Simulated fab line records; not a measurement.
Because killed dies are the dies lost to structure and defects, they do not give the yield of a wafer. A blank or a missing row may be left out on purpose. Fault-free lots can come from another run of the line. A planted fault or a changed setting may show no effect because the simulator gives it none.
fab line records -- flow nandHarc
record: lots: 11, wafers: 33, lastDay: 25
route steps=1159 shown A_CONTACT@913 END@1159
lots with no fault: from the same line, run without faults
startH: the number of hours between the record's first day and the start of the first shown wafer of the lot -- waitH: how many hours have passed since the lot's step before this one -- " identical to the entry in the row above -- L1.1+2: a row that stands for several wafers -- - no value, or no start given -- * or withheld: withheld -- < > ~ a bound
route shown NAME@n: NAME is a module with steps in the file, n the number in the route of the first one -- usual: average and standard deviation across the fault-free wafers -- same: alike in all rows -- chamber/n: place in a boat -- sites: per-site readings -- _std_site: standard deviation of those values -- _edge_site: inner sites' mean taken away from outer sites' mean -- radiusMm: how far each site lies from the wafer's centre -- mask NAME#n: copy n -- behind: the last tool/chamber to shape the wafer -- hold: the reason the lot was held/the length of the hold in hours/how it ended -- device: the n, p or np transistor that did not switch -- end of line: at the end of the route, the tests of the same wafers -- a step without rows: its recipe alone -- killed: dies that structure and defects cost at the first sort, which is not the same as the wafer's yield -- map: dies across one wafer; x = killed, . = not, _ = none there
set.NAME: setting as actually run; set.NAME@STEP: the setting as run at that earlier step -- model.NAME: the simulator's own value behind a step, which no gauge read
a sample of lots followed through the steps of the route, with each step as a table and each wafer as a row
services: the hour from which a tool's chamber was out of use, counted from the record's first day as startH (under 0 if before that day), plus the number of hours and why
== steps ==
step: NHARC_A_CONTACT_ETCH_133
recipe: sourceW: withheld, pressureMtorr: 20, biasV: 400, timeS: 195, targetDepthA: 8400, arFlowSccm: withheld, c4f8FlowSccm: 11.5, o2FlowSccm: 7.2, chemistry: C4F8/O2/Ar
lot.wafer,tool,chamber,startH,waitH,rfHoursCounterH
L387.1,harCapEtch-01,1,378.39,0.1,49
L387.3,harCapEtch-01,1,378.39,0.1,-
L387.6,harCapEtch-01,1,378.39,0.1,-
L390.1,harCapEtch-01,0,382.10,0.1,50
L390.5,harCapEtch-01,0,382.10,0.1,-
L390.6,harCapEtch-01,1,382.10,0.1,-
L389.1,harCapEtch-03,1,382.41,0.1,92
L389.4,harCapEtch-03,1,382.41,0.1,-
L389.5,harCapEtch-03,0,382.41,0.1,-
L392.1,harCapEtch-02,0,398.02,0.1,15
L392.4,harCapEtch-02,1,398.02,0.1,-
L392.6,harCapEtch-02,0,398.02,0.1,-
L394.1,harCapEtch-02,0,423.86,0.1,17
L394.4,harCapEtch-02,1,423.86,0.1,-
L394.3,harCapEtch-02,0,423.86,0.1,-
L397.3,harCapEtch-02,1,443.82,0.2,-
L397.6,harCapEtch-02,1,443.82,0.2,-
L397.5,harCapEtch-02,0,443.82,0.2,-
L395.2,harCapEtch-01,1,443.93,0.1,59
L395.1,harCapEtch-01,0,443.93,0.1,59
L395.4,harCapEtch-01,0,443.93,0.1,-
L404.1,harCapEtch-02,1,477.58,0.1,29
L404.3,harCapEtch-02,1,477.58,0.1,-
L404.4,harCapEtch-02,0,477.58,0.1,-
L407.3,harCapEtch-02,1,488.11,0.2,-
L407.4,harCapEtch-02,0,488.11,0.2,-
L407.6,harCapEtch-02,1,488.11,0.2,-
L409.2,harCapEtch-01,1,507.17,0.1,72
L409.4,harCapEtch-01,0,507.17,0.1,-
L409.5,harCapEtch-01,0,507.17,0.1,-
L410.1,harCapEtch-01,1,521.84,0.1,75
L410.3,harCapEtch-01,1,521.84,0.1,-
L410.6,harCapEtch-01,0,521.84,0.1,-
step: NHARC_A_CONTACT_ETCH_91
recipe: targetDepthA: 400, overEtchFrac: 0.5, timeS: 85.7, ionEnergyEv: 120, ch3fFlowSccm: 50, o2FlowSccm: 30, arFlowSccm: 200, rfW: 500, biasW: 100, chemistry: CH3F/O2
usual: drypumpMotorCurrentA: 5.7/0.43, mfcArSccm: 200.0/0.58, oesProductAu: 0.937/0.029, rfVppV: 244.8/1.7, showerheadPlenumPTorr: 2.49/0.11, throttleValvePct: 20.664/0.0097
lot.wafer,tool,chamber,startH,waitH,drypumpMotorCurrentA,mfcArSccm,oesProductAu,rfHoursCounterH,rfVppV,showerheadPlenumPTorr,throttleValvePct
L387.3,rieDiel-06,1,378.97,0.4,6.6,199.1,0.932,50,244.8,2.56,20.670
L387.1,rieDiel-06,0,378.97,0.4,5.9,200.2,0.920,50,246.7,2.50,20.656
L387.6,rieDiel-06,1,378.97,0.4,6.5,199.5,0.932,-,246.5,2.56,20.652
L390.1,rieDiel-13,0,382.70,0.5,5.7,200.9,0.939,37,245.9,2.48,20.661
L390.5,rieDiel-13,2,382.70,0.5,6.5,199.6,0.920,-,246.2,2.64,20.669
L390.6,rieDiel-13,3,382.70,0.5,5.4,200.2,0.917,-,240.7,2.27,20.645
L389.4,rieDiel-04,3,382.95,0.4,5.1,199.4,0.928,18,242.5,2.34,20.657
L389.1,rieDiel-04,0,382.95,0.4,5.8,200.6,0.936,17,244.7,2.50,20.641
L389.5,rieDiel-04,2,382.95,0.4,5.9,199.6,0.923,-,243.7,2.42,20.668
L392.1,rieDiel-04,1,398.62,0.6,5.5,199.3,0.944,20,245.7,2.61,20.664
L392.4,rieDiel-04,2,398.62,0.6,5.8,200.6,0.934,-,242.3,2.42,20.646
L392.6,rieDiel-04,1,398.62,0.6,5.5,200.3,0.936,-,247.4,2.61,20.669
L394.4,rieDiel-04,0,424.40,0.4,5.8,200.0,0.922,24,244.8,2.50,20.667
L394.3,rieDiel-04,1,424.40,0.4,5.5,199.5,0.915,24,246.9,2.61,20.663
L394.1,rieDiel-04,2,424.40,0.4,5.8,200.4,0.913,24,243.8,2.42,20.669
L397.3,rieDiel-04,3,444.30,0.4,5.1,200.1,0.925,28,243.7,2.33,20.659
L397.6,rieDiel-04,2,444.30,0.4,5.8,200.9,0.917,-,244.8,2.42,20.660
L397.5,rieDiel-04,3,444.30,0.4,5.1,199.5,0.920,-,243.6,2.33,20.660
L395.2,rieDiel-04,0,444.49,0.5,5.8,200.3,0.934,27,244.3,2.50,20.647
L395.1,rieDiel-04,2,444.49,0.5,5.8,200.0,0.928,28,244.5,2.42,20.656
L395.4,rieDiel-04,3,444.49,0.5,5.1,199.7,0.923,28,241.7,2.33,20.674
L404.4,rieDiel-13,3,478.16,0.4,5.4,200.7,0.932,7,245.9,2.66,20.668
L404.1,rieDiel-13,0,478.16,0.4,5.7,200.7,0.932,7,243.6,2.47,20.672
L404.3,rieDiel-13,1,478.16,0.4,5.3,199.8,0.936,7,242.4,2.31,20.665
L407.4,rieDiel-06,3,488.61,0.4,6.3,200.0,0.920,24,245.9,2.65,20.663
L407.3,rieDiel-06,0,488.61,0.4,5.9,199.3,0.942,24,244.3,2.48,20.661
L407.6,rieDiel-06,1,488.61,0.4,6.5,200.0,0.920,-,245.5,2.54,20.662
L409.2,rieDiel-06,2,507.75,0.5,6.5,200.4,0.911,29,245.2,2.48,20.651
L409.4,rieDiel-06,3,507.75,0.5,6.3,199.4,0.916,33,246.6,2.65,20.654
L409.5,rieDiel-06,0,507.75,0.5,5.9,199.1,0.927,-,244.0,2.48,20.650
L410.3,rieDiel-04,0,522.36,0.4,5.9,201.4,0.923,8,245.0,2.49,20.662
L410.1,rieDiel-04,2,522.36,0.4,5.8,200.2,0.918,9,242.6,2.41,20.664
L410.6,rieDiel-04,0,522.36,0.4,5.9,200.9,0.928,-,245.6,2.49,20.666
step: NHARC_A_CONTACT_DESCUM_13
recipe: timeS: 3, o2FlowSccm: 200, arFlowSccm: 0, biasPowerW: 0, chemistry: O2
usual: drypumpMotorCurrentA: 5.7/0.43, mfcArSccm: 0.003/0.006, oesProductAu: 0.999/0.0077, rfVppV: 57.8/0.88, showerheadPlenumPTorr: 1.93/0.095, throttleValvePct: 11.311/0.01
lot.wafer,tool,chamber,startH,waitH,hold,drypumpMotorCurrentA,mfcArSccm,oesProductAu,rfHoursCounterH,rfVppV,showerheadPlenumPTorr,throttleValvePct
L387.1,rieDiel-13,1,384.82,0.1,-,5.3,0,1.009,40,56.9,1.80,11.319
L387.3,rieDiel-13,3,384.82,0.1,-,5.4,0,0.982,42,56.0,1.76,11.328
L387.6,rieDiel-13,1,384.82,0.1,-,5.3,0,0.999,-,57.3,1.80,11.297
L389.4,rieDiel-13,2,386.25,0.1,-,6.5,0.011,1.002,42,58.2,2.06,11.326
L389.1,rieDiel-13,3,386.25,0.1,-,5.5,0,0.988,43,57.0,1.76,11.313
L389.5,rieDiel-13,1,386.25,0.1,-,5.3,0,1.000,-,57.6,1.80,11.326
L390.1,rieDiel-04,1,386.60,0.1,-,5.5,0.004,1.004,18,57.7,2.04,11.305
L390.5,rieDiel-04,0,386.60,0.1,-,5.8,0.002,1.000,-,60.0,1.95,11.316
L390.6,rieDiel-04,1,386.60,0.1,-,5.4,0.004,1.000,-,59.5,2.04,11.325
L392.1,rieDiel-04,3,402.05,0.1,-,5.1,0,0.988,20,57.0,1.82,11.330
L392.4,rieDiel-04,0,402.05,0.1,-,5.9,0.002,1.009,20,57.9,1.95,11.300
L392.6,rieDiel-04,3,402.05,0.1,-,5.1,0,0.989,-,57.6,1.81,11.317
L394.4,rieDiel-04,1,428.71,0.1,-,5.4,0.004,0.999,24,60.5,2.04,11.304
L394.3,rieDiel-04,2,428.71,0.1,-,5.8,0,0.997,24,58.0,1.88,11.318
L394.1,rieDiel-04,3,428.71,0.1,-,5.1,0,0.998,24,56.6,1.81,11.324
L395.4,rieDiel-06,1,449.72,0.1,-,6.5,0.002,1.007,10,56.4,1.99,11.305
L395.1,rieDiel-06,2,449.72,0.1,-,6.4,0.002,1.001,8,57.7,1.93,11.324
L395.2,rieDiel-06,3,449.72,0.1,-,6.3,0.033,1.015,8,57.9,2.07,11.318
L397.3,rieDiel-04,1,450.70,0.1,-,5.4,0.004,1.000,27,59.1,2.03,11.311
L397.5,rieDiel-04,0,450.70,0.1,-,5.8,0.002,1.002,-,58.6,1.95,11.313
L397.6,rieDiel-04,1,450.70,0.1,-,5.5,0.004,1.002,-,58.9,2.03,11.306
L404.4,rieDiel-13,1,488.93,6.2,awaitDispo/6.1h/release,5.3,0,1.013,9,57.3,1.79,11.306
L404.3,rieDiel-13,2,488.93,6.2,awaitDispo/6.1h/release,6.5,0.011,1.005,8,58.6,2.05,11.311
L404.1,rieDiel-13,0,488.93,6.2,awaitDispo/6.1h/release,5.6,0,0.999,9,57.1,1.92,11.295
L407.3,rieDiel-04,1,493.17,1.1,awaitDispo/1.0h/release,5.4,0.004,1.005,2,58.9,2.03,11.311
L407.4,rieDiel-04,2,493.17,1.1,awaitDispo/1.0h/release,5.8,0,0.997,3,58.3,1.88,11.306
L407.6,rieDiel-04,1,493.17,1.1,awaitDispo/1.0h/release,5.4,0.004,0.998,-,58.3,2.03,11.312
L409.2,rieDiel-13,3,514.39,0.1,-,5.4,0,0.991,21,57.0,2.07,11.312
L409.4,rieDiel-13,0,514.39,0.1,-,5.6,0,0.998,21,58.7,1.92,11.306
L409.5,rieDiel-13,1,514.39,0.1,-,5.3,0,1.006,-,57.8,1.79,11.308
L410.1,rieDiel-13,0,528.20,0.1,-,5.6,0,1.005,27,56.9,1.91,11.308
L410.3,rieDiel-13,1,528.20,0.1,-,5.3,0,1.009,27,56.9,1.79,11.293
L410.6,rieDiel-13,2,528.20,0.1,-,6.6,0.011,1.004,-,58.8,2.05,11.328
step: NHARC_A_CONTACT_ETCH_30
recipe: targetDepthA: 605, timeS: 30.2, cf4FlowSccm: 100, chf3FlowSccm: 30, arFlowSccm: 0, rfW: 500, biasW: 200, chemistry: CF4/CHF3
usual: chf3FlowSccm: 29.99/0.096, drypumpMotorCurrentA: 5.7/0.43, mfcArSccm: 0.003/0.0069, oesProductAu: 0.930/0.015, rfVppV: 371.0/2.6, showerheadPlenumPTorr: 1.59/0.074, throttleValvePct: 16.802/0.0091
lot.wafer,tool,chamber,startH,waitH,chf3FlowSccm,drypumpMotorCurrentA,mfcArSccm,oesProductAu,rfHoursCounterH,rfVppV,showerheadPlenumPTorr,throttleValvePct
L387.1,rieDiel-13,3,-,-,30.04,5.4,0,0.924,42,366.4,1.46,16.807
L387.3,rieDiel-13,0,-,-,30.07,5.6,0,0.937,38,369.8,1.59,16.800
L387.6,rieDiel-13,0,-,-,30.16,5.6,0,0.927,-,371.8,1.59,16.803
L389.4,rieDiel-13,3,-,-,29.96,5.4,0,0.914,43,366.9,1.46,16.794
L389.1,rieDiel-13,2,-,-,30.00,6.5,0.011,0.915,42,374.8,1.69,16.791
L389.5,rieDiel-13,0,-,-,29.84,5.6,0,0.927,-,372.4,1.59,16.800
L390.1,rieDiel-04,3,-,-,29.90,5.1,0,0.924,18,367.9,1.50,16.800
L390.6,rieDiel-04,1,-,-,30.12,5.5,0.004,0.922,-,373.5,1.67,16.803
L390.5,rieDiel-04,2,-,-,29.98,5.9,0,0.917,-,368.9,1.55,16.807
L392.4,rieDiel-04,3,-,-,30.12,5.1,0,0.924,20,369.0,1.50,16.808
L392.1,rieDiel-04,0,-,-,30.16,5.8,0.002,0.927,20,373.1,1.60,16.797
L392.6,rieDiel-04,0,-,-,30.08,5.8,0.002,0.922,-,370.7,1.60,16.793
L394.1,rieDiel-04,2,-,-,29.98,5.8,0,0.937,25,370.6,1.55,16.798
L394.3,rieDiel-04,3,-,-,30.11,5.1,0,0.936,24,368.3,1.50,16.794
L394.4,rieDiel-04,0,-,-,30.05,5.9,0.002,0.932,24,370.7,1.60,16.807
L395.1,rieDiel-06,3,-,-,29.89,6.3,0.033,0.923,9,375.5,1.70,16.799
L395.2,rieDiel-06,0,-,-,30.06,5.9,0,0.923,10,371.4,1.59,16.799
L395.4,rieDiel-06,0,-,-,29.98,5.9,0,0.932,-,370.4,1.59,16.819
L397.3,rieDiel-04,2,-,-,30.02,5.8,0,0.922,28,368.9,1.55,16.811
L397.5,rieDiel-04,0,-,-,30.17,5.8,0.002,0.933,-,371.7,1.60,16.779
L397.6,rieDiel-04,1,-,-,29.97,5.5,0.004,0.930,-,373.6,1.67,16.798
L404.3,rieDiel-13,1,-,-,29.93,5.3,0,0.916,9,367.1,1.48,16.814
L404.4,rieDiel-13,2,-,-,30.05,6.5,0.011,0.930,8,373.2,1.68,16.809
L404.1,rieDiel-13,3,-,-,30.01,5.4,0,0.921,9,374.5,1.70,16.787
L407.4,rieDiel-04,2,-,-,29.95,5.8,0,0.920,3,369.0,1.55,16.789
L407.3,rieDiel-04,1,-,-,29.86,5.4,0.004,0.934,2,373.1,1.67,16.812
L407.6,rieDiel-04,2,-,-,29.97,5.8,0,0.929,-,369.5,1.55,16.801
L409.4,rieDiel-13,1,-,-,29.80,5.3,0,0.926,21,366.5,1.48,16.794
L409.2,rieDiel-13,0,-,-,29.78,5.6,0,0.920,21,371.1,1.57,16.792
L409.5,rieDiel-13,1,-,-,29.87,5.3,0,0.931,-,368.6,1.48,16.804
L410.3,rieDiel-13,3,-,-,29.90,5.4,0,0.938,27,373.5,1.69,16.795
L410.1,rieDiel-13,0,-,-,30.05,5.7,0,0.949,27,370.2,1.57,16.806
L410.6,rieDiel-13,0,-,-,30.08,5.6,0,0.946,-,371.9,1.57,16.795
step: NHARC_A_CONTACT_ETCH_135
recipe: sourceW: withheld, pressureMtorr: 20, biasV: 3000, timeS: 132, targetDepthA: 12870, arFlowSccm: withheld, c4f8FlowSccm: withheld, o2FlowSccm: withheld, chemistry: C4F8/O2/Ar
lot.wafer,tool,chamber,startH,waitH,rfHoursCounterH
L387.1,harCapEtch-01,1,386.03,0.2,50
L387.3,harCapEtch-01,0,386.03,0.2,-
L387.6,harCapEtch-01,0,386.03,0.2,-
L389.1,harCapEtch-03,0,387.45,0.2,93
L389.4,harCapEtch-03,1,387.45,0.2,-
L389.5,harCapEtch-03,0,387.45,0.2,-
L390.1,harCapEtch-02,1,387.90,0.2,13
L390.5,harCapEtch-02,0,387.90,0.2,-
L390.6,harCapEtch-02,1,387.90,0.2,-
L392.1,harCapEtch-03,0,403.46,0.2,95
L392.4,harCapEtch-03,1,403.46,0.2,-
L392.6,harCapEtch-03,1,403.46,0.2,-
L394.1,harCapEtch-02,1,429.98,0.2,17
L394.3,harCapEtch-02,1,429.98,0.2,-
L394.4,harCapEtch-02,0,429.98,0.2,-
L397.3,harCapEtch-02,0,451.98,0.1,-
L397.6,harCapEtch-02,0,451.98,0.1,-
L397.5,harCapEtch-02,1,451.98,0.1,-
L395.2,harCapEtch-03,1,451.99,0.2,101
L395.1,harCapEtch-03,0,451.99,0.2,101
L395.4,harCapEtch-03,1,451.99,0.2,-
L404.1,harCapEtch-01,0,490.22,0.2,68
L404.4,harCapEtch-01,0,490.22,0.2,-
L404.3,harCapEtch-01,1,490.22,0.2,-
L407.4,harCapEtch-03,0,494.65,0.1,-
L407.3,harCapEtch-03,1,494.65,0.1,-
L407.6,harCapEtch-03,0,494.65,0.1,-
L409.2,harCapEtch-02,1,515.58,0.2,34
L409.4,harCapEtch-02,1,515.58,0.2,-
L409.5,harCapEtch-02,0,515.58,0.2,-
L410.1,harCapEtch-03,1,529.45,0.2,117
L410.3,harCapEtch-03,1,529.45,0.2,-
L410.6,harCapEtch-03,1,529.45,0.2,-
step: NHARC_END_SORT_01
recipe: tempC: 25
usual: killedAtArray: 26/11, killedAtOther: 0.4/0.78, killedAtPeriphery: 3.4/2.4, killedDies: 29/11, killedOpen: 3.1/1.9, killedShort: 1.9/1.4
same: grossDies: 677
lot.wafer,tool,chamber,startH,waitH,killedAtArray,killedAtOther,killedAtPeriphery,killedDies,killedOpen,killedShort
L404.1,prober-02,0,583.55,2.5,31,3,4,38,3,1
L404.3,prober-02,0,585.14,3.1,26,2,4,32,1,0
L404.4,prober-02,0,585.94,3.4,129,4,5,138,4,3
L407.3,prober-01,0,585.01,3.1,34,0,7,41,3,3
L407.4,prober-01,0,585.82,3.4,112,0,1,113,0,2
L407.6,prober-01,0,587.44,4.1,30,1,2,33,0,1
killed by level:class
L404.1 A_CHANNEL_HOLE_D1:chamberFilmFlake=19 A_CONTACT:chamberFilmFlake=4 P_M2:chamberFilmFlake=3 THIN_TSV:chamberFilmFlake=3 A_WL_FILL:chamberFilmFlake=2 A_ONON_D1:geometricParticle:short=1 A_WL_FILL:geometricParticle:open=1 A_CONTACT:geometricParticle:open=1
L407.3 A_SLIT:chamberFilmFlake=16 A_CONTACT:chamberFilmFlake=9 A_CHANNEL_HOLE_D1:chamberFilmFlake=4 P_GATE:chamberFilmFlake=3 P_GATE:geometricParticle:open=1 P_CONTACT:geometricParticle:short=1 P_CONTACT:geometricParticle:open=1 A_SOURCE_PLATE:geometricParticle:short=1
L404.3 A_CHANNEL_HOLE_D1:chamberFilmFlake=20 A_SLIT:chamberFilmFlake=2 A_WL_FILL:chamberFilmFlake=2 A_CONTACT:chamberFilmFlake=2 THIN_TSV:chamberFilmFlake=2 P_CONTACT:geometricParticle:open=1 P_GATE:chamberFilmFlake=1 P_CONTACT:chamberFilmFlake=1
L407.4 A_CONTACT:unspecified=96 A_SLIT:chamberFilmFlake=8 A_CONTACT:chamberFilmFlake=4 A_WL_FILL:geometricParticle:short=1 A_M1:geometricParticle:short=1 P_M1:chamberFilmFlake=1 A_ZERO_WELL:chamberFilmFlake=1 A_CHANNEL_HOLE_D1:chamberFilmFlake=1
L404.4 A_CONTACT:unspecified=100 A_CHANNEL_HOLE_D1:chamberFilmFlake=18 A_CONTACT:chamberFilmFlake=4 THIN_TSV:chamberFilmFlake=3 A_WL_FILL:chamberFilmFlake=2 P_CONTACT:geometricParticle:open=1 P_M2:geometricParticle:short=1 A_CHANNEL_HOLE_D1:geometricParticle:open=1
L407.6 A_SLIT:chamberFilmFlake=18 A_CONTACT:chamberFilmFlake=5 A_CHANNEL_HOLE_D1:chamberFilmFlake=4 A_STAIRCASE:chamberFilmFlake=2 STARTING-WAFER:geometricParticle:short=1 P_STI:chamberFilmFlake=1 P_M1:chamberFilmFlake=1 A_CHANNEL_FILL_D1:chamberFilmFlake=1
== services ==
tool,chamber,startH,hours,kind
rieDiel-06,3,359.28,27.0,repair
rieDiel-04,0,371.54,-,clean
rieDiel-04,1,371.54,-,clean
rieDiel-04,2,371.54,-,clean
rieDiel-04,3,371.54,-,clean
rieDiel-04,0,396.08,-,clean
rieDiel-04,1,396.08,-,clean
rieDiel-04,2,396.08,-,clean
rieDiel-04,3,396.08,-,clean
rieDiel-04,3,397.47,2.3,repair
rieDiel-06,-,418.27,9.0,pm
rieDiel-04,0,420.66,-,clean
rieDiel-04,1,420.66,-,clean
rieDiel-04,2,420.66,-,clean
rieDiel-04,3,420.66,-,clean
rieDiel-04,0,445.16,-,clean
rieDiel-04,1,445.16,-,clean
rieDiel-04,2,445.16,-,clean
rieDiel-04,3,445.16,-,clean
rieDiel-13,2,445.58,10.8,repair
rieDiel-13,-,453.25,9.0,pm
rieDiel-04,-,466.30,9.0,pm
rieDiel-04,0,466.30,9.0,ventCycle
rieDiel-04,1,466.30,9.0,ventCycle
== key ==
firstSign: step: NHARC_END_SORT_01, reading: killedAtArray, direction: up, sigmas: 9, usual: 26, struck: 120
effect: step: NHARC_END_SORT_01, reading: killedDies, direction: up, sigmas: 8.9, usual: 29, struck: 126
moreKillsBornAt: NHARC_A_CONTACT_ETCH_133@harCapEtch-02: 195
metAt NHARC_A_CONTACT_ETCH_133
struckLots L404,L407
struckWafers L404.4,L407.4
testerLeftOut L404,L407
notActingAt NHARC_A_CONTACT_ETCH_91,NHARC_A_CONTACT_ETCH_30,NHARC_A_CONTACT_ETCH_135
onsetBetween 443.82 477.58
fault: kind: chamberParticleSource, tool: harCapEtch-02, chamber: 0, onsetH: 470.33, steps: NHARC_A_CONTACT_ETCH_133, ratePerVisitCm2: 1.5645, endH: 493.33
testerLeftOut: of these lots the tester's yield and bins aren't shown, on N5 and GAA mostly nor the transistor test; their killed dies are dies lost to structure and defects alone, not to doping, threshold or leakage, so they don't give the yield
